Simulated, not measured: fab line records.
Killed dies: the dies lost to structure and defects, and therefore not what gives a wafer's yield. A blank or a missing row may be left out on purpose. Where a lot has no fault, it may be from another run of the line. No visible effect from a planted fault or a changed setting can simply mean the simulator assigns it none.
Matching of chambers ; flow n5 finfet ; 4 sister chambers for N5_BEOL_M11_ALD_74 on ald metal-02
The step deposits TaN, target thk 2 nm, pulse time 2 s, purge time 3 s. 8 wafers are shown with their chamber, then 12 later ones without.

## WAFERS WITH THEIR CHAMBER
wafer;chamber;heater power w (W)
L085.2;0;498
L086.1;2;373
L086.3;1;376
L088.1;0;485
L088.6;1;378
L089.3;3;436
L089.4;2;372
L089.6;3;426

## WAFERS MISSING THEIR CHAMBER
wafer;heater power w (W)
L090.2;423
L090.4;376
L090.6;488
L096.1;429
L096.2;491
L096.3;375
L096.4;365
L096.5;378
L096.6;492
L095.2;380
L095.3;368
L095.5;385

## EACH ONE'S CHAMBER
wafer;from the rows above;in truth
L090.2;3;3
L090.4;can't be placed: 1 or 2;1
L090.6;0;0
L096.1;3;3
L096.2;0;0
L096.3;can't be placed: 1 or 2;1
L096.4;can't be placed: 2 or 1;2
L096.5;can't be placed: 1 or 2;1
L096.6;0;0
L095.2;can't be placed: 1 or 2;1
L095.3;can't be placed: 2 or 1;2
L095.5;can't be placed: 1 or 2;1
Placed correctly: 5 of 12. Can't be placed from these rows: 7 (the true chamber is among the candidates in 7). Placed wrongly: 0.
How it was worked out, from the rows above alone: a wafer's distance from a chamber is the root of the sum, over the readings, of the square of ((its reading less the chamber's mean) divided by the reading's scatter). If the next closest chamber is less than 2 further off than the closest, the wafer can't be placed; otherwise it belongs to the closest. The mean given for a chamber averages the wafers shown for that chamber. The scatter: the root of (the sum of the squares of (reading less its chamber's mean) over the shown wafers, divided by (wafers less chambers)).
